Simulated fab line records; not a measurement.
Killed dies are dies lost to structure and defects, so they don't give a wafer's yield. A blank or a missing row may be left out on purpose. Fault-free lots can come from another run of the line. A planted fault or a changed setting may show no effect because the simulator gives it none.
The tool behind it: which one? ; flow nand-harc ; 39 wafers from 13 lots sampled at 5 of the route's 1302 steps

== WHAT THE GAUGES SHOWED, per wafer ==
NHARC_A_ONON_D1_THK_MEAS_05: measures by ellipsometry.
lot;measured;on;thk-nm (nm)
L842;day 8 00:01;film-metro-01;1000 999 998
L843;day 8 02:59;film-metro-02;989 991 991
L844;day 8 10:31;film-metro-02;982 983 982
L845;day 9 01:14;film-metro-02;1018 1017 1019
L846;day 9 09:20;film-metro-01;986 985 985
L847;day 9 20:28;film-metro-01;1010 1008 1008
L848;day 10 09:57;film-metro-02;999 998 1000
L849;day 10 10:05;film-metro-01;1001 999 998
L851;day 11 14:58;film-metro-02;988 987 988
L854;day 12 17:49;film-metro-01;1012 1012 1010
L855;day 14 01:49;film-metro-02;1006 1005 1224
L856;day 14 02:10;film-metro-02;1000 1218 1219
L857;day 14 12:41;film-metro-02;993 993 992

NHARC_END_SORT_01.
lot;measured;on;killed-at-array;killed-at-other;killed-at-periphery;killed-dies;killed-open;killed-short
L842;day 25 09:36;prober-02;60 66 64;2 1 3;5 1 4;67 68 71;3 2 2;7 0 3
L843;day 24 20:31;prober-01;28 46 35;2 2 0;0 3 2;30 51 37;3 4 1;1 3 2
L844;day 25 01:47;prober-02;50 49 43;0 0 0;1 3 2;51 52 45;4 4 2;2 2 2
L845;day 25 18:27;prober-01;62 79 71;2 5 4;4 5 6;68 89 81;2 5 3;2 1 2
L846;day 25 18:31;prober-02;71 65 65;0 0 1;4 9 8;75 74 74;5 3 8;7 6 3
L847;day 26 18:23;prober-01;41 50 30;0 0 2;2 2 2;43 52 34;3 1 1;2 4 1
L848;day 27 08:07;prober-02;51 46 51;0 1 0;13 6 7;64 53 58;3 2 2;4 0 2
L849;day 27 08:07;prober-01;59 63 60;0 0 0;3 3 4;62 66 64;4 5 6;2 2 4
L851;day 28 20:20;prober-02;46 55 41;0 0 0;0 4 2;46 59 43;5 2 4;1 5 2
L854;day 29 14:43;prober-02;48 59 60;0 0 1;2 6 7;50 65 68;0 3 7;1 1 0
L855;day 30 14:36;prober-02;65 28 674;1 1 1;8 3 2;74 32 677;4 4 3;5 1 4
L856;day 31 21:36;prober-01;79 674 672;1 1 0;1 2 5;81 677 677;1 4 7;3 1 3
L857;day 31 12:11;prober-01;68 74 69;1 3 3;4 3 7;73 80 79;3 2 5;4 3 3

== WHAT TOOL EACH LOT RAN ON (gives the tool, then ch and the chambers of the sampled wafers, and finally the start) ==
lot;NHARC_P_BONDPAD_ACTIVATE_29;NHARC_A_ZERO_WELL_DESCUM_12;NHARC_A_ONON_D1_DEP_03
L842;rie-diel-07 ch 0,1,2, day 6 13:49;rie-diel-12 ch 0,2,3, day 6 15:13;pecvd-onon-01 ch 0, day 7 23:31
L843;rie-diel-07 ch 0,2, day 7 03:48;rie-diel-03 ch 0,2,3, day 7 05:14;pecvd-onon-01 ch 0, day 8 02:29
L844;rie-diel-13 ch 1,2,3, day 7 09:31;rie-diel-12 ch 0,1,2, day 7 10:47;pecvd-onon-03 ch 0, day 8 10:00
L845;rie-diel-06 ch 0,2, day 8 01:00;rie-diel-12 ch 0,3, day 8 02:28;pecvd-onon-01 ch 0, day 9 00:47
L846;rie-diel-06 ch 1,3, day 8 09:10;rie-diel-12 ch 0,2,3, day 8 10:26;pecvd-onon-03 ch 0, day 9 08:53
L847;rie-diel-06 ch 1,2, day 8 15:52;rie-diel-12 ch 2,3, day 8 17:09;pecvd-onon-03 ch 0, day 9 20:05
L848;rie-diel-06 ch 1,2, day 9 08:10;rie-diel-12 ch 0,2,3, day 9 09:34;pecvd-onon-01 ch 0, day 10 09:26
L849;rie-diel-13 ch 2,3, day 9 12:52;rie-diel-12 ch 0,2, day 9 14:10;pecvd-onon-04 ch 0, day 10 09:34
L851;rie-diel-13 ch 0,2,3, day 10 14:12;rie-diel-03 ch 0,2,3, day 10 15:35;pecvd-onon-04 ch 0, day 11 14:27
L854;rie-diel-13 ch 1,2,3, day 11 17:59;rie-diel-12 ch 0,2,3, day 11 19:19;pecvd-onon-03 ch 0, day 12 17:26
L855;rie-diel-06 ch 0,3, day 12 20:49;rie-diel-12 ch 0,3, day 12 22:05;pecvd-onon-03 ch 0, day 14 01:18
L856;rie-diel-06 ch 0,1, day 12 21:38;rie-diel-12 ch 0,1,2, day 12 22:56;pecvd-onon-03 ch 0, day 14 01:49
L857;rie-diel-06 ch 2,3, day 13 08:29;rie-diel-03 ch 0,2,3, day 13 09:55;pecvd-onon-01 ch 0, day 14 12:14
- NHARC_P_BONDPAD_ACTIVATE_29: chemistry N2, time 60 s.
- NHARC_A_ZERO_WELL_DESCUM_12: chemistry O2, time 3 s.
- NHARC_A_ONON_D1_DEP_03: target thk 1000 nm.

== WHAT THE TOOLS THEMSELVES READ (means of the sampled wafers that have a number; where no wafer has one, the mark that the record gives instead) ==
NHARC_P_BONDPAD_ACTIVATE_29.
lot;tool;drypump-motor-current-A (A);oes-product-au (a.u.);rf-vpp-V (V);showerhead-plenum-p-Torr (Torr)
L842;rie-diel-07;5.7;0.997;64.2;1.76
L843;rie-diel-07;5.7;0.998;63.7;1.72
L844;rie-diel-13;5.6;1.002;63.9;1.78
L845;rie-diel-06;5.5;0.997;64.6;1.83
L846;rie-diel-06;5.8;0.997;64.1;1.82
L847;rie-diel-06;5.6;1.007;64.6;1.81
L848;rie-diel-06;5.7;0.997;64.0;1.79
L849;rie-diel-13;6.0;1.004;63.2;1.71
L851;rie-diel-13;5.6;0.999;64.3;1.74
L854;rie-diel-13;5.6;0.994;64.2;1.78
L855;rie-diel-06;5.6;0.988;64.4;1.85
L856;rie-diel-06;5.5;1.012;64.7;1.81
L857;rie-diel-06;5.7;1.006;64.4;1.82

NHARC_A_ZERO_WELL_DESCUM_12.
lot;tool;drypump-motor-current-A (A);oes-product-au (a.u.);rf-vpp-V (V);showerhead-plenum-p-Torr (Torr);throttle-valve-pct (%)
L842;rie-diel-12;5.7;1.000;58.3;1.89;11.304
L843;rie-diel-03;5.5;1.011;58.2;1.92;11.305
L844;rie-diel-12;5.7;1.001;57.3;1.86;11.308
L845;rie-diel-12;5.8;0.994;57.3;1.93;11.309
L846;rie-diel-12;5.7;0.997;58.3;1.89;11.316
L847;rie-diel-12;5.6;0.999;57.1;1.86;11.318
L848;rie-diel-12;5.7;1.003;57.2;1.89;11.310
L849;rie-diel-12;5.6;1.001;58.3;1.88;11.302
L851;rie-diel-03;5.5;1.002;57.8;1.92;11.319
L854;rie-diel-12;5.7;1.003;57.4;1.89;11.322
L855;rie-diel-12;5.8;0.987;58.9;1.93;11.310
L856;rie-diel-12;5.7;1.004;57.4;1.86;11.317
L857;rie-diel-03;5.6;1.015;58.1;1.92;11.307

== THE ANSWER, worked out from the rows above alone ==
Rule: the usual values come from the lots themselves. The widest of any qualifying gaps counts: lots, ordered by their means at a reading, are off when they make up no more than a third of the lots, leave a main group of 4 or more, and stand apart from it by 3 or more times the standard deviation of that group's means. If all means in a main group match to the digits the tables above print for the reading, that group is not used. Also off: a lot with no number at a reading for which 4 or more lots have one. All remaining lots with rows at the step are treated as sound. First the gauges in route order, then the tools' own readings, where a lot's mean is used as printed above. At the first step where some lot is off, the reading lying furthest off is the one used; lots without a number count as furthest.
Off: L855, L856, at NHARC_A_ONON_D1_THK_MEAS_05 (thk-nm). Mean 998 nm and standard deviation 11 in the main group.
A tool fits if, at a process step before that reading, it ran every lot that is off, and no sound lot after the first of them. The gauges at NHARC_A_ONON_D1_THK_MEAS_05 aren't tried: what is off there is off at NHARC_END_SORT_01 too, on other tools, and a gauge's error can't cause that. Can't be told from this: 2 tools fit, rie-diel-12 at NHARC_A_ZERO_WELL_DESCUM_12, pecvd-onon-03 at NHARC_A_ONON_D1_DEP_03.

== WHAT THE SIMULATOR HAD INSERTED ==
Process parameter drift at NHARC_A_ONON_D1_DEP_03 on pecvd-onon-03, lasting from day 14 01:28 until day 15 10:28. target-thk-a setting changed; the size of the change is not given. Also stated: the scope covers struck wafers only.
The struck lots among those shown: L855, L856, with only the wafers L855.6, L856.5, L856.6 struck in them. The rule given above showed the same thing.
